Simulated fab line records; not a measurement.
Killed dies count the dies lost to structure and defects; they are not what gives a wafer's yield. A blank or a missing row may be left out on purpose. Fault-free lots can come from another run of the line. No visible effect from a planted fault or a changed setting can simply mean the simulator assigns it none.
Chamber matching :: flow nand-harc :: NHARC_A_CONTACT_ETCH_75 on rie-diel-05 has 4 sister chambers
The step etches the open film in CF4, target depth 39 nm, time 65 s. 8 wafers are shown with their chamber, then 12 later ones without.

## WAFERS WITH THEIR CHAMBER
wafer: L088.5
chamber: 2
showerhead-plenum-p-Torr (Torr): 1.82
rf-vpp-V (V): 152.6

wafer: L090.3
chamber: 1
showerhead-plenum-p-Torr (Torr): 1.85
rf-vpp-V (V): 152.8

wafer: L090.6
chamber: 3
showerhead-plenum-p-Torr (Torr): 1.86
rf-vpp-V (V): 151.9

wafer: L093.4
chamber: 3
showerhead-plenum-p-Torr (Torr): 1.85
rf-vpp-V (V): 151.6

wafer: L093.5
chamber: 0
showerhead-plenum-p-Torr (Torr): 1.83
rf-vpp-V (V): 152.1

wafer: L092.1
chamber: 0
showerhead-plenum-p-Torr (Torr): 1.83
rf-vpp-V (V): 150.8

wafer: L092.2
chamber: 1
showerhead-plenum-p-Torr (Torr): 1.85
rf-vpp-V (V): 153.5

wafer: L092.6
chamber: 2
showerhead-plenum-p-Torr (Torr): 1.81
rf-vpp-V (V): 152.7

## WAFERS WITH NO CHAMBER GIVEN
wafer: L094.3
showerhead-plenum-p-Torr (Torr): 1.85
rf-vpp-V (V): 152.1

wafer: L094.4
showerhead-plenum-p-Torr (Torr): 1.83
rf-vpp-V (V): 153.1

wafer: L094.6
showerhead-plenum-p-Torr (Torr): 1.83
rf-vpp-V (V): 151.2

wafer: L096.1
showerhead-plenum-p-Torr (Torr): 1.81
rf-vpp-V (V): 152.4

wafer: L096.3
showerhead-plenum-p-Torr (Torr): 1.83
rf-vpp-V (V): 151.4

wafer: L096.4
showerhead-plenum-p-Torr (Torr): 1.83
rf-vpp-V (V): 151.5

wafer: L095.2
showerhead-plenum-p-Torr (Torr): 1.85
rf-vpp-V (V): 152.6

wafer: L095.3
showerhead-plenum-p-Torr (Torr): 1.81
rf-vpp-V (V): 151.6

wafer: L095.5
showerhead-plenum-p-Torr (Torr): 1.85
rf-vpp-V (V): 153.3

wafer: L095.1
showerhead-plenum-p-Torr (Torr): 1.85
rf-vpp-V (V): 152.0

wafer: L095.4
showerhead-plenum-p-Torr (Torr): 1.83
rf-vpp-V (V): 151.1

wafer: L095.6
showerhead-plenum-p-Torr (Torr): 1.81
rf-vpp-V (V): 152.7

## WHICH CHAMBER EACH ONE RAN IN
wafer: L094.3
from the rows above: can't be placed: 3 or 1
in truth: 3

wafer: L094.4
from the rows above: can't be placed: 0 or 2 or 1
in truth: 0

wafer: L094.6
from the rows above: 0
in truth: 0

wafer: L096.1
from the rows above: 2
in truth: 2

wafer: L096.3
from the rows above: 0
in truth: 0

wafer: L096.4
from the rows above: 0
in truth: 0

wafer: L095.2
from the rows above: can't be placed: 1 or 3
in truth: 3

wafer: L095.3
from the rows above: can't be placed: 2 or 0
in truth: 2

wafer: L095.5
from the rows above: 1
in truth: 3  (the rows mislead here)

wafer: L095.1
from the rows above: can't be placed: 3 or 1
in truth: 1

wafer: L095.4
from the rows above: 0
in truth: 0

wafer: L095.6
from the rows above: 2
in truth: 2
Placed correctly: 6 of 12. Not placeable from these rows: 5 (in 5, the candidates include the true chamber). Wrongly placed: 1.
How it was worked out, from the rows above alone: a wafer's distance from a chamber is the root of the sum, over the readings, of the square of ((its reading less the chamber's mean) divided by the reading's scatter). The wafer belongs to the nearest chamber; if the next one is less than 2 further off, it can't be placed. For every chamber, the mean is computed from those of its wafers that are shown. The scatter: the root of (the sum of the squares of (reading less its chamber's mean) over the shown wafers, divided by (wafers less chambers)).
